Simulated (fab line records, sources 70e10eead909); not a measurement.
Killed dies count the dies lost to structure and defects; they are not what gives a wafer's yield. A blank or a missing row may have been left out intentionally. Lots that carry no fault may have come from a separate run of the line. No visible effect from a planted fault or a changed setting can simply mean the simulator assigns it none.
One fault seen from 3 desks	flow nand-harc	only its own numbers are on each desk; what lay behind them is given at the end

== THE TOOL OWNER'S DESK: pecvd-onon-03 ==
The tool's own readings at NHARC_A_ONON_D2_DEP_16 (target thk 1000 nm): means of the sampled wafers that have a number, for each lot that ran on this tool. If a lot's mean is further than 4 standard deviations from the usual mean, the lot is out of limits and carries the mark OUT (the distance appears in the brackets).
Columns: A = nh3-flow-sccm at NHARC_A_ONON_D2_DEP_16, usual 499.8 sccm
lot	first seen here	A
L301	day 13 02:27	500.8
L303	day 13 06:40	499.8
L305	day 14 08:45	500.8
L306	day 15 02:02	500.9
L310	day 16 13:37	498.4
L311	day 17 17:15	497.3
L321	day 20 21:16	499.0
L323	day 22 10:43	498.4
L324	day 22 22:41	499.8
Finding of this desk: none of the 9 lots has anything out of limits.

== THE DEFECT DESK ==
Lot by lot, what the route's inspections counted, given as the mean of those sampled wafers with a number. If a lot's mean is further than 4 standard deviations from the usual mean, the lot is out of limits and carries the mark OUT (the distance appears in the brackets).
Columns: A = raw-defect-count at NHARC_A_CHANNEL_FILL_D1_INSPECT_13, usual 302
lot	first seen here	A
L301	day 11 00:41	180
L303	day 11 10:01	264
L304	day 12 06:19	262
L305	day 12 06:19	328
L306	day 12 20:23	313
L308	day 13 21:02	317
L310	day 14 19:31	196
L311	day 15 12:17	246
L319	day 18 01:37	215
L321	day 19 01:25	407
L323	day 20 07:00	405
L322	day 20 07:02	346
L324	day 20 19:37	218
Finding of this desk: none of the 13 lots has anything out of limits.

== THE METROLOGY DESK ==
Means of the sampled wafers that have a number, per lot and without regard to the tool the lot ran on: this is what the gauges read. If a lot's mean is further than 4 standard deviations from the usual mean, the lot is out of limits and carries the mark OUT (the distance appears in the brackets).
Columns: A = thk-nm at NHARC_A_ONON_D2_THK_MEAS_18, usual 1000 nm
lot	first seen here	A
L301	day 13 02:58	999
L303	day 13 07:04	1007
L305	day 14 09:16	1011
L304	day 14 09:20	990
L306	day 15 02:26	1008
L308	day 15 16:37	997
L310	day 17 04:01	1440 (+54) OUT
L311	day 17 17:43	1450 (+56) OUT
L319	day 20 01:22	1011
L321	day 20 21:40	1000
L322	day 22 11:14	1008
L323	day 22 11:14	1002
L324	day 22 23:04	999
Finding of this desk: L310, L311 out of limits; the first was L310 at day 17 04:01, on thk-nm at NHARC_A_ONON_D2_THK_MEAS_18. Within limits: L301, L303, L305, L304, L306, L308, L319, L321, L322, L323, L324.

== TAKEN TOGETHER ==
On L310, L311, the metrology desk was in a position to raise an alarm at day 17 04:01.
Nothing out of limits was seen by the tool owner's desk.
Nothing out of limits was seen by the defect desk.
Tool owner's desk: L310, L311 on record, inside its limits.
The defect desk has L310, L311 on record, within its limits.
On pecvd-onon-03, each named lot ran NHARC_A_ONON_D2_DEP_16.

== WHAT WAS PUT IN BY THE SIMULATOR ==
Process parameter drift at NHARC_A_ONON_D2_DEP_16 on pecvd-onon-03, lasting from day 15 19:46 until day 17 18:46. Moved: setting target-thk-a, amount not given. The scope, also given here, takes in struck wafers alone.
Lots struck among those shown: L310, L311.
Hours from the fault's start to each desk's first reading out of limits: the metrology desk, 32.
